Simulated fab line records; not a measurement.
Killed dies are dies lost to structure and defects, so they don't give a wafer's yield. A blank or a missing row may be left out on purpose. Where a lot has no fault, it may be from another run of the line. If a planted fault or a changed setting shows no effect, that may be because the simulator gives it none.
Struck lot and sound lot, side by side + flow n5Finfet + 14 steps out of a route of 1938
Sound: these wafers, L535.3, L535.4, L535.6. Struck: wafers L551.1, L551.4, L551.6. At the end, the cause is stated.
Each step with rows lists, per side, the tool, then ch with its chambers, then its first start. Under that, the readings that differ: sound wafers + struck wafers + difference of the means + sigmas: that difference in standard deviations of wafers without a fault.
alike: readings with means less than 2 such deviations apart, plus words and numbers identical on both sides. not compared: withheld readings, readings lacking a value on some wafer, bounds such as >300 that could conceal the same value, and numbers that have no deviation in the record and whose values overlap.
The two part at a step that has a row with sigmas, a row that says differs or no value, or rows on one side only. When numbers do not overlap yet have no deviation, they are printed without sigmas and do not part them. A reading missing from all wafers of one side parts the sides only when that side holds two or more wafers.

first, 2 steps without rows for these wafers: N5_BEOL_M15_DEVELOP_27 (develop time 45 s); N5_BEOL_M15_HARDBAKE_32 (time 120 s).
N5_BEOL_M15_CD_MEAS_28: target cd 407.6 nm.
  sound on cdSem-02 ch 0, day 13 14:29; struck on cdSem-03 ch 0, day 17 10:10
  alike: cdNm
N5_BEOL_M15_OVL_MEAS_29:
  sound on overlay-01 ch 0, day 13 14:31; struck on overlay-02 ch 0, day 17 10:11
  alike: M15_OVL
N5_BEOL_M15_INSPECT_30: inspects for defects (macro).
  sound on defectInspect-01, day 13 14:32; struck on defectInspect-01, day 17 10:13
  alike: rawDefectCount
N5_BEOL_M15_DESCUM_33: chemistry O2, time 7.9 s.
  sound on rieDiel-05 ch 1,2, day 13 14:57; struck on rieDiel-02 ch 2,3, day 17 10:15
  alike: chamberPressureMTorr, drypumpMotorCurrentA, oesProductAu, rfVppV, showerheadPlenumPTorr, throttleValvePct
  not compared: rfHoursCounterH
N5_BEOL_M15_ETCH_61: etches BARC in N2/H2, target depth 89 nm, overetch 26.7 nm, time 67.9 s.
  sound on rieDiel-05 ch 1,2, day 13 14:59; struck on rieDiel-02 ch 2,3, day 17 10:17
  alike: chamberPressureMTorr, drypumpMotorCurrentA, oesProductAu, rfVppV, showerheadPlenumPTorr, throttleValvePct
  not compared: rfHoursCounterH
N5_BEOL_M15_TRENCH_ETCH_34: etches SiO2 in C4F8/O2/Ar, target depth 872.93 nm, time 199 s.
  sound on rieDiel-05 ch 1,2, day 13 15:02; struck on rieDiel-02 ch 2,3, day 17 10:20
  alike: C4F8_flow_sccm, chamberPressureMTorr, drypumpMotorCurrentA, oes_ar_750_au, oesProductAu, rfVppV, showerheadPlenumPTorr, throttleValvePct
  not compared: rfHoursCounterH
N5_BEOL_M15_STRIP_36: strips in O2.
  sound on rieDiel-02 ch 0,1,2, day 13 15:22; struck on rieDiel-05 ch 1,2,3, day 17 11:39
  alike: chamberPressureMTorr, drypumpMotorCurrentA, oesProductAu, rfVppV, showerheadPlenumPTorr, throttleValvePct
  not compared: rfHoursCounterH
N5_BEOL_M15_STRIP_62: strips in O2.
  sound on rieDiel-02 ch 0,1,2; struck on rieDiel-05 ch 1,2,3
  alike: chamberPressureMTorr, drypumpMotorCurrentA, oesProductAu, rfVppV, showerheadPlenumPTorr, throttleValvePct
  not compared: rfHoursCounterH
then, 1 step without rows for these wafers: N5_BEOL_M15_STRIP_37 (strips in O2).
N5_BEOL_M15_ETCH_38: etches SiCN in CF4/N2, target depth 106.4 nm, time 120.5 s.
  sound on rieDiel-02 ch 0,1,2, day 13 15:29; struck on rieDiel-05 ch 1,2,3, day 17 11:46
| reading                 | sound             | struck          | difference | sigmas |
|-------------------------|-------------------|-----------------|------------|--------|
| oesProductAu (a.u.)     | 0.79 0.75 0.67    | 1.12 1.02 1.24  | +0.39      | +4     |
| model.etch.depthNm (nm) | 93.17 99.03 92.82 | 142 144.6 148.7 | +50        |        |
  alike: chamberPressureMTorr, drypumpMotorCurrentA, rfVppV, showerheadPlenumPTorr, throttleValvePct
  not compared: rfHoursCounterH
then, 2 steps without rows for these wafers: N5_BEOL_M15_PRECLEAN_39 (cleans in residue remover, time 60 s); N5_PASSIVATION_PROBE_49.

WHERE THEY PART
Only at N5_BEOL_M15_ETCH_38, within this record.

WHY: what the simulator had put in
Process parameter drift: rieDiel-05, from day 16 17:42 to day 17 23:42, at N5_BEOL_M15_ETCH_38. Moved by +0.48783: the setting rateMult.
